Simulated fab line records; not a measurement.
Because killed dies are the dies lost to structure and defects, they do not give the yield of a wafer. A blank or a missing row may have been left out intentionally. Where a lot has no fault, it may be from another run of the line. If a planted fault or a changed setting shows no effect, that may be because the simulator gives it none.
fab line records	flow n5_finfet
record: lots: 9	wafers: 26	last_day: 18
route steps=1938 shown BEOL_M4@1111 BEOL_M8@1353 PASSIVATION@1936
lots that met no fault: taken from a fault-free run of the same line
start_h: start of the lot's first displayed wafer, in hours after the record's first day	wait_h: hours since the lot's step before	" unchanged from the row above	L1.1+2: a single row standing in for several wafers	- value missing, or start not given	* or withheld: withheld	< > ~ a bound
route shown NAME@n: NAME is a module with steps in the file, n the number in the route of the first one	usual: mean/standard deviation of fault-free wafers	same: alike in all rows	chamber/n: place in a boat	sites: the reading at each site	_std_site: standard deviation across them	_edge_site: mean of outer sites minus mean of inner sites	radius_mm: for every site, how far away it sits from the centre of the wafer	mask NAME#n: copy n	behind: the last tool/chamber to shape the wafer	hold: reason for holding the lot/hours on hold/outcome of the hold	device: the transistor (n, p or np) that didn't switch	end of line: tests of these same wafers at the route's end	a step with no rows: only its recipe	killed: dies lost to structure and defects at the first sort, not the wafer's yield	map: the dies of a wafer, with x for killed, . for not killed, _ for no die there
set.NAME: the setting that was run; set.NAME@STEP: the one run at that earlier step	model.NAME: the simulator's own value behind a step, which no gauge read
the route's steps for a sample of lots (tables are steps, rows are wafers)
services: from which hour (start_h, from the record's first day; less than 0 if before it) a tool's chamber was out of use, for how many hours, and why
== steps ==
step: N5_BEOL_M4_RC_MEAS_101
usual: DIBL_N: 37.0/2.3	DIBL_P: 37.3/2.8	IOFF_N: 0.17/0.046	IOFF_P: 0.23/0.054	ION_N: 675/14	ION_P: 460/9.3	SS_N: 71.7/0.73	SS_P: 73.6/0.95	VT_N: 249/3.9	VT_P: -250/3.9
lot.wafer	tool	chamber	start_h	wait_h	DIBL_N[mV/V]	DIBL_P[mV/V]	IOFF_N[nA/um]	IOFF_P[nA/um]	ION_N[uA/um]	ION_P[uA/um]	SS_N[mV/dec]	SS_P[mV/dec]	VT_N[mV]	VT_P[mV]
L171.1	prober-01	0	193.90	0.0	36.7	38.7	0.17	0.26	681	475	70.8	74.1	248	-247
L171.2	"	0	"	"	36.7	36.8	0.16	0.21	671	459	71.5	72.5	251	-251
L171.4	"	0	"	"	36.5	38.3	0.16	0.25	679	473	71.2	73.6	251	-247
L176.5	prober-02	0	222.87	0.6	35.7	35.0	0.15	0.23	677	468	71.5	73.0	250	-246
L176.6	"	0	"	"	41.2	42.4	0.27	0.37	700	473	73.1	74.4	244	-243
L183.1	prober-01	0	285.46	0.0	39.3	41.4	0.23	0.26	687	465	72.8	74.4	246	-248
L183.4	"	0	"	"	41.2	44.0	0.28	0.32	704	470	73.7	75.4	241	-245
L183.5	"	0	"	"	36.0	36.5	0.16	0.19	681	456	71.7	73.3	248	-253
L184.2	prober-02	0	286.35	0.2	33.5	30.7	0.10	0.13	640	440	71.0	72.3	257	-258
L184.3	"	0	"	"	36.2	35.0	0.14	0.18	664	452	71.2	73.1	250	-254
L184.5	"	0	"	"	37.3	35.0	0.16	0.18	666	448	72.1	73.3	250	-253
L185.1	prober-01	0	286.71	0.0	32.3	33.6	0.11	0.14	657	445	71.2	72.2	256	-257
L185.4	"	0	"	"	36.5	38.5	0.18	0.20	679	458	72.3	73.7	249	-252
L185.6	"	0	"	"	32.7	34.1	0.12	0.14	663	449	71.1	72.2	254	-258
L186.1	prober-02	0	288.93	0.0	36.2	33.2	0.15	0.18	670	456	71.6	72.5	253	-253
L186.2	"	0	"	"	37.1	35.2	0.17	0.21	676	454	71.7	72.8	250	-253
L186.6	"	0	"	"	35.3	33.1	0.13	0.18	677	466	70.6	73.1	252	-250
L187.3	prober-01	0	302.09	0.3	38.3	39.4	0.20	0.24	673	456	71.8	73.6	247	-251
L187.4	"	0	"	"	36.8	38.0	0.17	0.21	671	455	72.3	72.9	250	-252
L187.6	"	0	"	"	37.2	38.0	0.18	0.22	666	455	71.8	73.7	248	-250
L188.1	prober-01	0	308.46	0.0	37.8	36.6	0.16	0.20	677	459	71.3	73.3	250	-256
L188.5	"	0	"	"	38.4	36.6	0.16	0.21	656	444	71.8	72.9	253	-252
L188.6	"	0	"	"	40.4	38.7	0.22	0.24	668	451	72.2	73.2	247	-253
L189.1	prober-02	0	319.71	0.0	37.7	38.9	0.19	0.28	670	460	72.9	73.9	249	-247
L189.2	"	0	"	"	40.0	40.9	0.24	0.30	696	474	73.1	74.6	244	-245
L189.4	"	0	"	"	35.8	37.0	0.15	0.23	677	471	71.6	73.2	250	-248
step: N5_BEOL_M8_HM_OPEN_17
recipe: chemistry: Cl2/BCl3	target_depth_a: 200	overetch_a: 60	target: TiN	mask_material: SOC	ion_energy_ev: 150	pressure_mtorr: 10	icp_w: 1000	bias_w: 126	Cl2_flow_sccm: 53.25	bcl3_flow_sccm: 21.75	Ar_flow_sccm: 25
usual: drypump_motor_current_A: 5.52/0.28	oes_product_au: 0.73/0.075	throttle_valve_pct: 22.24/0.27
lot.wafer	tool	chamber	start_h	wait_h	drypump_motor_current_A	oes_product_au	rf_hours_counter_h	throttle_valve_pct
L171.1	rie_metal-03	0	226.92	0.0	5.69	0.61	64	22.26
L171.2	"	1	"	"	5.91	0.66	41	22.52
L171.4	"	1	"	"	5.91	0.65	-	22.51
L176.5	rie_metal-03	1	256.79	0.1	5.89	0.65	-	22.51
L176.6	"	0	"	"	5.67	0.59	-	22.29
L184.2	rie_metal-02	1	325.71	0.0	5.51	0.77	10	22.28
L184.3	"	0	"	"	4.95	0.76	-	22.03
L184.5	"	1	"	"	5.52	0.78	-	22.23
L183.1	rie_metal-03	0	325.94	0.0	5.69	0.59	71	22.29
L183.4	"	0	"	"	5.67	0.60	-	22.28
L183.5	"	1	"	"	5.90	0.66	-	22.50
L186.1	rie_metal-03	0	326.37	0.0	5.65	0.60	72	22.27
L186.2	"	1	"	"	5.92	0.64	49	22.51
L186.6	"	1	"	"	5.96	0.65	-	22.51
L185.1	rie_metal-03	0	326.63	0.0	5.64	0.60	72	22.29
L185.4	"	1	"	"	5.90	0.63	-	22.53
L185.6	"	1	"	"	5.87	0.63	-	22.51
L187.3	rie_metal-01	0	337.78	0.1	5.45	0.71	-	22.60
L187.4	"	1	"	"	5.62	0.73	-	21.81
L187.6	"	0	"	"	5.48	0.71	-	22.63
L188.1	rie_metal-03	0	339.20	0.0	5.68	0.59	73	22.30
L188.5	"	1	"	"	5.94	0.63	-	22.52
L188.6	"	0	"	"	5.68	0.60	-	22.30
L189.1	rie_metal-01	1	353.89	0.0	5.65	0.72	25	21.83
L189.2	"	0	"	"	5.43	0.71	24	22.62
L189.4	"	1	"	"	5.65	0.72	-	21.82
step: N5_BEOL_M8_INSPECT_30
recipe: mode: adi	inspect_instrument: brightfield
usual: raw_defect_count: 393/94
lot.wafer	tool	chamber	start_h	wait_h	raw_defect_count
L171.1	defect_inspect-01	-	228.13	0.1	393
L171.2	"	-	"	"	608
L171.4	"	-	"	"	555
L176.5	defect_inspect-02	-	259.02	0.0	388
L176.6	"	-	"	"	304
L186.1	defect_inspect-01	-	328.31	0.1	434
L186.2	"	-	"	"	407
L186.6	"	-	"	"	615
L183.1	defect_inspect-02	-	328.48	0.1	725
L183.4	"	-	"	"	528
L183.5	"	-	"	"	528
L184.2	defect_inspect-02	-	328.91	0.0	330
L184.3	"	-	"	"	318
L184.5	"	-	"	"	524
L185.1	defect_inspect-01	-	329.61	0.1	481
L185.4	"	-	"	"	456
L185.6	"	-	"	"	661
L187.3	defect_inspect-02	-	339.58	0.0	383
L187.4	"	-	"	"	300
L187.6	"	-	"	"	329
L188.1	defect_inspect-01	-	340.02	0.1	260
L188.5	"	-	"	"	431
L188.6	"	-	"	"	347
L189.1	defect_inspect-01	-	354.61	0.1	402
L189.2	"	-	"	"	344
L189.4	"	-	"	"	409
step: N5_BEOL_M8_ETCH_65
recipe: chemistry: CF4	target: SiARC	target_depth_a: 156	mask_material: CAR-EUV	time_s: 26	ion_energy_ev: 80	pressure_mtorr: 40	source_w: 545	bias_w: 36	Ar_flow_sccm: 100	cf4_flow_sccm: 100	ends: cleared
usual: drypump_motor_current_A: 5.5/0.56	etch_rf_on_time_s: 26.1/0.9	oes_product_au: 0.66/0.077	rf_vpp_V: 184.0/1.2	showerhead_plenum_p_Torr: 2.13/0.078	throttle_valve_pct: 15.54/0.28
lot.wafer	tool	chamber	start_h	wait_h	drypump_motor_current_A	etch_rf_on_time_s	oes_product_au	rf_hours_counter_h	rf_vpp_V	showerhead_plenum_p_Torr	throttle_valve_pct
L171.1	rie_diel-01	3	228.21	0.0	5.7	27.4	0.74	24	183.5	2.10	15.23
L171.2	"	2	"	"	5.6	25.0	0.77	33	185.7	2.28	15.23
L171.4	"	0	"	"	6.0	26.7	0.58	228	183.9	2.18	15.68
L176.5	rie_diel-05	3	259.12	0.0	4.8	25.4	0.61	-	183.2	2.21	15.71
L176.6	"	2	"	"	6.2	25.6	0.59	-	183.0	2.05	15.95
L186.1	rie_diel-03	0	328.39	0.0	5.2	27.0	0.68	62	184.2	2.28	15.43
L186.2	"	2	"	"	4.7	26.0	0.75	42	182.5	2.09	15.24
L186.6	"	3	"	"	6.5	25.5	0.62	-	182.4	2.05	15.95
L183.1	rie_diel-05	1	328.56	0.0	5.4	27.2	0.57	236	183.3	2.08	15.75
L183.4	"	2	"	"	6.2	25.4	0.59	242	183.2	2.04	15.98
L183.5	"	3	"	"	4.8	25.0	0.59	-	183.7	2.20	15.74
L184.2	rie_diel-03	0	328.99	0.0	5.2	27.0	0.69	62	186.3	2.28	15.44
L184.3	"	3	"	"	6.5	25.8	0.62	182	182.8	2.05	15.94
L184.5	"	3	"	"	6.4	25.9	0.62	-	183.2	2.05	15.94
L185.1	rie_diel-03	0	329.70	0.0	5.2	26.7	0.69	62	185.8	2.28	15.43
L185.4	"	2	"	"	4.7	26.0	0.74	43	183.8	2.09	15.25
L185.6	"	2	"	"	4.7	26.0	0.75	-	185.0	2.09	15.26
L187.3	rie_diel-03	1	339.66	0.0	5.4	25.1	0.70	79	184.1	2.07	15.20
L187.4	"	3	"	"	6.4	25.5	0.61	185	182.5	2.05	15.95
L187.6	"	0	"	"	5.2	26.9	0.68	-	184.5	2.28	15.45
L188.1	rie_diel-05	1	340.55	0.0	5.4	27.2	0.58	239	182.5	2.08	15.77
L188.5	"	0	"	"	5.2	27.3	0.56	-	184.0	2.11	15.58
L188.6	"	3	"	"	4.8	25.0	0.59	-	185.2	2.20	15.76
L189.1	rie_diel-03	0	355.16	0.0	5.2	26.7	0.67	72	185.8	2.27	15.46
L189.2	"	1	"	"	5.4	25.1	0.69	86	182.3	2.07	15.22
L189.4	"	2	"	"	4.7	26.0	0.73	52	183.2	2.08	15.27
step: N5_BEOL_M8_STRIP_36
recipe: chemistry: N2/H2	power_w: 450	temp_c: 40	pressure_mtorr: 20	rf_frequency_hz: 6e+07	overash_fraction: 0.3	bias_power_w: 7	h2_frac: 0.5	n2_flow_sccm: 200	h2_flow_sccm: 200
usual: bias_power_w: 7.004/0.021	chamber_pressure_mTorr: 20.00/0.031	drypump_motor_current_A: 5.5/0.56	oes_product_au: 0.76/0.092	rf_vpp_V: 59.2/1.5	showerhead_plenum_p_Torr: 2.52/0.091	throttle_valve_pct: 23.5/0.42
lot.wafer	tool	chamber	start_h	wait_h	bias_power_w	chamber_pressure_mTorr	drypump_motor_current_A	oes_product_au	rf_hours_counter_h	rf_vpp_V	showerhead_plenum_p_Torr	throttle_valve_pct
L171.1	rie_diel-01	3	228.39	0.0	6.995	19.96	5.8	0.87	24	60.0	2.48	23.0
L171.2	"	2	"	"	7.004	20.05	5.6	0.89	33	63.1	2.69	23.0
L171.4	"	0	"	"	7.048	19.98	6.0	0.68	228	59.0	2.62	23.7
L176.5	rie_diel-05	3	259.31	0.0	7.002	19.99	4.8	0.68	-	60.6	2.63	23.6
L176.6	"	2	"	"	7.024	19.98	6.2	0.68	-	57.6	2.42	24.2
L186.1	rie_diel-03	0	328.58	0.0	7.027	19.96	5.2	0.81	62	58.1	2.67	23.5
L186.2	"	2	"	"	6.990	20.01	4.7	0.89	42	58.0	2.49	23.5
L186.6	"	3	"	"	6.975	19.91	6.4	0.71	-	57.3	2.42	24.2
L183.1	rie_diel-05	1	328.74	0.0	-	-	-	-	-	-	-	-
L183.4	"	2	"	"	-	-	-	-	-	-	-	-
L183.5	"	3	"	"	-	-	-	-	-	-	-	-
L184.2	rie_diel-03	0	329.17	0.0	-	-	-	-	-	-	-	-
L184.3	"	3	"	"	-	-	-	-	-	-	-	-
L184.5	"	3	"	"	-	-	-	-	-	-	-	-
L185.1	rie_diel-03	0	329.88	0.0	7.032	19.99	5.2	0.81	62	59.3	2.67	23.5
L185.4	"	2	"	"	6.959	20.00	4.7	0.88	43	58.1	2.49	23.5
L185.6	"	2	"	"	6.999	19.98	4.7	0.88	-	59.0	2.49	23.5
L187.3	rie_diel-03	1	339.84	0.0	6.992	19.94	5.4	0.78	79	57.8	2.44	22.8
L187.4	"	3	"	"	6.965	20.03	6.5	0.71	185	57.9	2.42	24.2
L187.6	"	0	"	"	6.989	20.04	5.2	0.81	-	57.3	2.67	23.5
L188.1	rie_diel-05	1	340.73	0.0	7.008	19.97	5.4	0.67	239	58.2	2.48	23.5
L188.5	"	0	"	"	7.012	20.05	5.2	0.66	-	62.0	2.49	23.0
L188.6	"	3	"	"	6.997	19.96	4.8	0.67	-	57.1	2.61	23.6
L189.1	rie_diel-03	0	355.34	0.0	7.020	19.93	5.2	0.80	72	63.5	2.66	23.5
L189.2	"	1	"	"	6.971	19.97	5.4	0.77	86	56.7	2.44	22.9
L189.4	"	2	"	"	7.052	19.99	4.7	0.86	52	57.6	2.48	23.4
step: N5_PASSIVATION_PROBE_49
usual: defect_limited_yield: 91.5/1.3	killed_at_M0_to_M3: 36/10	killed_at_M4_up: 13/4.7	killed_at_contacts: 13/6.7	killed_at_front_end: 37/9.7	killed_at_other: 2.6/2.3	killed_dies: 101/15	killed_on_rim: 14/4.3	killed_open: 67/12	killed_short: 32/6.7	sort_bin_5_function: 5.0/0.89	sort_bin_6_memory: 3.2/0.63	sort_bin_8_speed: 0.01/0.03	sort_n_pass: 1079/16	sort_yield_pct: 91.4/1.4
same: gross_dies: 1180	killed_at_back_side: 0	sort_bin_4_leakage[%]: 0
lot.wafer	tool	chamber	start_h	wait_h	defect_limited_yield[%]	killed_at_M0_to_M3	killed_at_M4_up	killed_at_contacts	killed_at_front_end	killed_at_other	killed_dies	killed_on_rim	killed_open	killed_short	sort_bin_5_function[%]	sort_bin_6_memory[%]	sort_bin_8_speed[%]	sort_n_pass	sort_yield_pct[%]
L171.1	prober-01	-	312.98	0.0	91.9	28	8	17	37	5	95	13	70	25	4.7	3.3	0	1085	91.9
L171.2	prober-01	-	313.03	0.1	92.7	27	9	15	30	5	86	13	57	25	4.2	2.7	0	1094	92.7
L171.4	prober-01	-	313.13	0.2	93.1	30	17	8	25	2	82	13	54	26	4.2	2.7	0	1098	93.1
L176.5	prober-02	-	336.02	0.2	91.4	26	13	8	54	1	102	12	70	27	3.9	4.0	0	1078	91.4
L176.6	prober-02	-	336.07	0.3	90.8	37	8	18	44	1	108	14	72	36	5.5	3.6	0	1072	90.8
L186.1	prober-02	-	387.00	0.0	92.1	30	20	9	32	2	93	9	60	31	4.6	3.0	0	1087	92.1
L186.2	prober-02	-	387.05	0.1	91.6	34	7	26	30	2	99	15	62	36	4.8	3.5	0	1081	91.6
L186.6	prober-02	-	387.25	0.3	94.0	27	11	14	16	3	71	13	54	17	3.6	2.3	0	1109	94.0
L184.2	prober-02	-	398.03	0.1	0	39	1092	2	45	2	1180	152	64	35	96.6	3.0	0	0	0
L184.3	prober-02	-	398.08	0.1	0	43	1090	5	39	3	1180	152	70	24	97.6	2.3	0	0	0
L184.5	prober-02	-	398.18	0.2	0	33	1105	13	28	1	1180	152	60	25	96.9	3.0	0	0	0
L183.1	prober-01	-	398.61	0.0	0	31	1097	10	40	2	1180	152	65	34	96.2	3.2	0	0	0
L183.4	prober-01	-	398.76	0.2	0	35	1101	9	34	1	1180	152	67	28	96.9	2.8	0	0	0
L183.5	prober-01	-	398.81	0.2	0	21	1103	9	41	6	1180	152	52	36	96.1	3.4	0	0	0
L185.1	prober-02	-	402.38	0.0	92.8	28	14	15	26	2	85	15	68	16	4.1	3.1	0	1095	92.8
L185.4	prober-02	-	402.53	0.2	93.1	28	15	1	34	3	81	10	50	27	4.2	2.3	0	1099	93.1
L185.6	prober-02	-	402.63	0.3	92.5	35	9	10	34	0	88	11	56	29	4.0	3.0	0	1092	92.5
L187.3	prober-02	-	404.47	0.1	90.6	32	18	17	44	0	111	19	76	33	4.9	4.3	0	1069	90.6
L187.4	prober-02	-	404.52	0.2	94.2	14	7	8	35	4	68	14	42	24	3.6	2.0	0	1112	94.2
L187.6	prober-02	-	404.62	0.3	92.1	30	13	13	36	1	93	7	60	30	4.4	3.3	0	1087	92.1
L188.1	prober-02	-	415.81	0.0	90.6	24	8	13	65	1	111	15	82	28	5.5	3.5	0	1069	90.6
L188.5	prober-02	-	416.01	0.2	90.5	30	12	11	50	9	112	16	77	33	5.7	3.3	0	1068	90.5
L188.6	prober-02	-	416.06	0.3	91.9	33	15	18	26	4	96	12	64	29	4.0	3.9	0	1084	91.9
L189.1	prober-02	-	439.10	0.0	89.9	31	11	22	49	6	119	14	89	29	6.6	3.1	0	1061	89.9
L189.2	prober-02	-	439.15	0.1	89.0	50	9	19	50	2	130	22	93	34	6.0	4.7	0	1050	89.0
L189.4	prober-02	-	439.25	0.2	90.3	34	16	25	35	5	115	12	82	30	5.4	3.8	0.08	1065	90.3
killed by level:class
L171.1 MOL_CONTACT_COAG:geometric_particle:open=14 STI_FIN_REVEAL:geometric_particle:open=10 BEOL_M3:geometric_particle:open=9 BEOL_M0_SAQP:geometric_particle:open=5 BEOL_M1:geometric_particle:open=5 FIN_SAQP:geometric_particle:open=4 STARTING-WAFER:geometric_particle:short=4 DUMMY_GATE:geometric_particle:open=3
L171.2 MOL_CONTACT_COAG:geometric_particle:open=11 FIN_SAQP:geometric_particle:open=8 BEOL_M1:geometric_particle:open=7 BEOL_M3:geometric_particle:open=7 FIN_SAQP:geometric_particle:short=5 STI_FIN_REVEAL:geometric_particle:open=5 MOL_CONTACT_COAG:geometric_particle:short=4 BEOL_M4:geometric_particle:open=4
L171.4 BEOL_M1:geometric_particle:open=10 MOL_CONTACT_COAG:geometric_particle:open=7 BEOL_M3:geometric_particle:open=7 BEOL_M4:geometric_particle:open=6 FIN_SAQP:geometric_particle:short=5 GATE_CUT:geometric_particle:short=5 BEOL_M2:geometric_particle:open=5 BEOL_M5:geometric_particle:open=5
L176.5 STI_FIN_REVEAL:geometric_particle:open=15 FIN_SAQP:geometric_particle:open=9 FIN_SAQP:geometric_particle:short=8 BEOL_M5:geometric_particle:open=8 MOL_CONTACT_COAG:geometric_particle:open=7 BEOL_M1:geometric_particle:open=6 BEOL_M2:geometric_particle:open=5 STI_FIN_REVEAL:geometric_particle:short=4
L176.6 MOL_CONTACT_COAG:geometric_particle:open=14 STI_FIN_REVEAL:geometric_particle:open=11 BEOL_M0_SAQP:geometric_particle:open=9 BEOL_M1:geometric_particle:open=9 FIN_SAQP:geometric_particle:open=6 FIN_SAQP:geometric_particle:short=5 BEOL_M0_SAQP:geometric_particle:short=5 MOL_CONTACT_COAG:geometric_particle:short=4
L186.1 BEOL_M4:geometric_particle:open=9 MOL_CONTACT_COAG:geometric_particle:open=8 STI_FIN_REVEAL:geometric_particle:open=6 BEOL_M0_SAQP:geometric_particle:open=6 BEOL_M0_SAQP:geometric_particle:short=6 GATE_CUT:geometric_particle:short=5 BEOL_M2:geometric_particle:open=5 BEOL_M3:geometric_particle:open=4
L186.2 MOL_CONTACT_COAG:geometric_particle:open=22 BEOL_M0_SAQP:geometric_particle:short=13 STI_FIN_REVEAL:geometric_particle:open=5 GATE_CUT:geometric_particle:short=5 BEOL_M0_SAQP:geometric_particle:open=5 BEOL_M3:geometric_particle:open=5 FIN_SAQP:geometric_particle:short=4 MOL_CONTACT_COAG:geometric_particle:short=4
L186.6 BEOL_M2:geometric_particle:open=12 MOL_CONTACT_COAG:geometric_particle:open=10 DUMMY_GATE:geometric_particle:open=4 MOL_CONTACT_COAG:geometric_particle:short=4 BEOL_M1:geometric_particle:open=4 BEOL_M3:geometric_particle:open=4 BEOL_M0_SAQP:geometric_particle:short=3 BEOL_M4:geometric_particle:open=3
L184.2 BEOL_M8:area_ald=1080 DUMMY_GATE:geometric_particle:open=8 STI_FIN_REVEAL:geometric_particle:open=7 BEOL_M0_SAQP:geometric_particle:short=7 BEOL_M2:geometric_particle:open=7 GATE_CUT:geometric_particle:short=6 BEOL_M3:geometric_particle:open=6 BEOL_M1:geometric_particle:open=6
L184.3 BEOL_M8:area_ald=1084 BEOL_M3:geometric_particle:open=13 FIN_SAQP:geometric_particle:open=10 GATE_CUT:geometric_particle:short=9 BEOL_M1:geometric_particle:open=8 DUMMY_GATE:geometric_particle:open=7 MOL_CONTACT_COAG:geometric_particle:open=5 BEOL_M2:geometric_particle:open=5
L184.5 BEOL_M8:area_ald=1095 MOL_CONTACT_COAG:geometric_particle:open=10 BEOL_M2:geometric_particle:open=8 FIN_SAQP:geometric_particle:open=5 FIN_SAQP:geometric_particle:short=5 BEOL_M0_SAQP:geometric_particle:open=5 BEOL_M1:geometric_particle:open=5 DUMMY_GATE:geometric_particle:open=4
L183.1 BEOL_M8:area_ald=1081 BEOL_M0_SAQP:geometric_particle:open=11 MOL_CONTACT_COAG:geometric_particle:open=9 BEOL_M0_SAQP:geometric_particle:short=9 BEOL_M4:geometric_particle:open=7 GATE_CUT:geometric_particle:short=6 BEOL_M1:geometric_particle:open=6 FIN_SAQP:geometric_particle:open=5
L183.4 BEOL_M8:area_ald=1085 BEOL_M2:geometric_particle:open=12 FIN_SAQP:geometric_particle:open=8 MOL_CONTACT_COAG:geometric_particle:open=8 FIN_SAQP:geometric_particle:short=7 STI_FIN_REVEAL:geometric_particle:open=7 BEOL_M1:geometric_particle:open=6 BEOL_M0_SAQP:geometric_particle:open=5
L183.5 BEOL_M8:area_ald=1091 FIN_SAQP:geometric_particle:open=12 FIN_SAQP:geometric_particle:short=8 BEOL_M0_SAQP:geometric_particle:short=6 STI_FIN_REVEAL:geometric_particle:open=5 GATE_CUT:geometric_particle:short=5 MOL_CONTACT_COAG:geometric_particle:open=5 MOL_CONTACT_COAG:geometric_particle:short=4
L185.1 MOL_CONTACT_COAG:geometric_particle:open=15 BEOL_M1:geometric_particle:open=11 STI_FIN_REVEAL:geometric_particle:open=8 BEOL_M0_SAQP:geometric_particle:open=8 BEOL_M4:geometric_particle:open=7 FIN_SAQP:geometric_particle:open=6 BEOL_M0_SAQP:geometric_particle:short=4 BEOL_M2:geometric_particle:open=3
L185.4 BEOL_M0:geometric_particle:open=8 FIN_SAQP:geometric_particle:open=6 DUMMY_GATE:geometric_particle:open=6 BEOL_M1:geometric_particle:open=6 BEOL_M4:geometric_particle:open=6 BEOL_M0_SAQP:geometric_particle:short=5 BEOL_M4:geometric_particle:short=5 STI_FIN_REVEAL:geometric_particle:open=4
L185.6 BEOL_M3:geometric_particle:open=13 FIN_SAQP:geometric_particle:open=9 MOL_CONTACT_COAG:geometric_particle:open=7 BEOL_M2:geometric_particle:open=7 FIN_SAQP:geometric_particle:short=6 STI_FIN_REVEAL:geometric_particle:open=5 BEOL_M1:geometric_particle:open=5 BEOL_M4:geometric_particle:open=4
L187.3 BEOL_M2:geometric_particle:open=13 MOL_CONTACT_COAG:geometric_particle:open=12 STI_FIN_REVEAL:geometric_particle:open=11 BEOL_M0_SAQP:geometric_particle:open=6 BEOL_M4:geometric_particle:open=6 DUMMY_GATE:geometric_particle:open=5 MOL_CONTACT_COAG:geometric_particle:short=5 STARTING-WAFER:geometric_particle:open=5
L187.4 FIN_SAQP:geometric_particle:short=8 GATE_CUT:geometric_particle:short=7 STI_FIN_REVEAL:geometric_particle:open=6 BEOL_M2:geometric_particle:open=6 MOL_CONTACT_COAG:geometric_particle:open=5 FIN_SAQP:geometric_particle:open=3 MOL_CONTACT_COAG:geometric_particle:short=3 BEOL_M1:geometric_particle:open=3
L187.6 MOL_CONTACT_COAG:geometric_particle:open=12 FIN_SAQP:geometric_particle:short=8 FIN_SAQP:geometric_particle:open=7 BEOL_M0_SAQP:geometric_particle:open=7 DUMMY_GATE:geometric_particle:open=6 BEOL_M3:geometric_particle:open=5 BEOL_M4:geometric_particle:open=5 BEOL_M0_SAQP:geometric_particle:short=4
L188.1 STI_FIN_REVEAL:geometric_particle:open=31 MOL_CONTACT_COAG:geometric_particle:open=12 DUMMY_GATE:geometric_particle:open=9 FIN_SAQP:geometric_particle:open=7 BEOL_M1:geometric_particle:short=6 STI_FIN_REVEAL:geometric_particle:short=5 FIN_SAQP:geometric_particle:short=4 BEOL_M1:geometric_particle:open=4
L188.5 STI_FIN_REVEAL:geometric_particle:open=20 BEOL_M1:geometric_particle:open=9 MOL_CONTACT_COAG:geometric_particle:open=8 FIN_SAQP:geometric_particle:short=7 BEOL_M3:geometric_particle:open=6 BEOL_M1:geometric_particle:short=5 FIN_SAQP:geometric_particle:open=4 BEOL_M2:geometric_particle:open=4
L188.6 MOL_CONTACT_COAG:geometric_particle:open=13 BEOL_M4:geometric_particle:open=10 BEOL_M0_SAQP:geometric_particle:short=8 FIN_SAQP:geometric_particle:open=6 BEOL_M1:geometric_particle:open=6 BEOL_M3:geometric_particle:open=5 BEOL_M0_SAQP:geometric_particle:open=5 MOL_CONTACT_COAG:geometric_particle:short=4
L189.1 MOL_CONTACT_COAG:geometric_particle:open=19 FIN_SAQP:geometric_particle:open=16 BEOL_M1:geometric_particle:open=9 FIN_SAQP:geometric_particle:short=7 STI_FIN_REVEAL:geometric_particle:open=6 GATE_CUT:geometric_particle:short=6 BEOL_M0_SAQP:geometric_particle:open=6 BEOL_M2:geometric_particle:open=5
L189.2 FIN_SAQP:geometric_particle:open=19 BEOL_M1:geometric_particle:open=19 MOL_CONTACT_COAG:geometric_particle:open=16 FIN_SAQP:geometric_particle:short=8 BEOL_M0_SAQP:geometric_particle:open=8 BEOL_M1:geometric_particle:short=8 DUMMY_GATE:geometric_particle:open=6 STI_FIN_REVEAL:geometric_particle:open=5
L189.4 MOL_CONTACT_COAG:geometric_particle:open=19 STI_FIN_REVEAL:geometric_particle:open=9 BEOL_M0_SAQP:geometric_particle:open=7 BEOL_M0_SAQP:geometric_particle:short=7 MOL_CONTACT_COAG:geometric_particle:short=6 BEOL_M2:geometric_particle:open=6 BEOL_M5:geometric_particle:open=6 FIN_SAQP:geometric_particle:open=4
== services ==
tool	chamber	start_h	hours	kind
rie_metal-02	1	204.81	-	clean
rie_metal-02	1	204.81	15.8	scheduled_down
rie_metal-02	1	204.81	15.8	vent_cycle
rie_metal-02	0	220.62	-	clean
rie_diel-05	3	226.98	4.9	repair
rie_diel-01	2	234.02	5.6	repair
rie_diel-05	2	241.81	11.7	repair
rie_metal-03	-	242.53	0.8	repair
rie_metal-02	-	260.14	0.2	repair
rie_metal-02	-	268.16	2.8	pm
rie_diel-05	1	284.48	2.8	repair
rie_diel-01	0	288.98	-	clean
rie_diel-01	0	288.98	-	consumable_replace:focus_ring
rie_diel-01	0	288.98	18.9	scheduled_down
rie_diel-01	0	288.98	18.9	vent_cycle
rie_metal-01	0	311.77	1.4	repair
rie_metal-01	1	317.85	17.7	repair
rie_diel-01	1	330.90	18.3	repair
rie_diel-05	1	334.52	2.8	repair
rie_diel-05	2	353.01	-	clean
rie_diel-05	2	353.01	-	consumable_replace:focus_ring
rie_diel-05	2	353.01	-	consumable_replace:showerhead
rie_diel-05	2	353.01	18.7	scheduled_down
rie_diel-05	2	353.01	18.7	vent_cycle
== key ==
first_sign: step: N5_BEOL_M8_STRIP_36	reading: tool_record	direction: missing
effect: step: N5_PASSIVATION_PROBE_49	reading: killed_at_M4_up	direction: up	sigmas: 99+	usual: 13	struck: 1098
more_kills_born_at: N5_BEOL_M8_ALD_77@ald_metal-01: 3259	N5_BEOL_M8_ALD_77@ald_metal-03: 3257
met_at N5_BEOL_M8_STRIP_36
struck_lots L183,L184
later_rows_left_out L183.1,L183.4,L183.5,L184.2,L184.3,L184.5
not_acting_at N5_BEOL_M8_HM_OPEN_17,N5_BEOL_M8_INSPECT_30,N5_BEOL_M8_ETCH_65
onset_between 259.31 328.74
fault: kind: skipped_step_whole	tool: rie_diel-03,rie_diel-05	chamber: -	onset_h: 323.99	steps: N5_BEOL_M8_STRIP_36	scope: struck_lots_only
later_rows_left_out: the simulator's readings of these wafers behind a module that went badly wrong aren't trusted and aren't shown, but for the sort
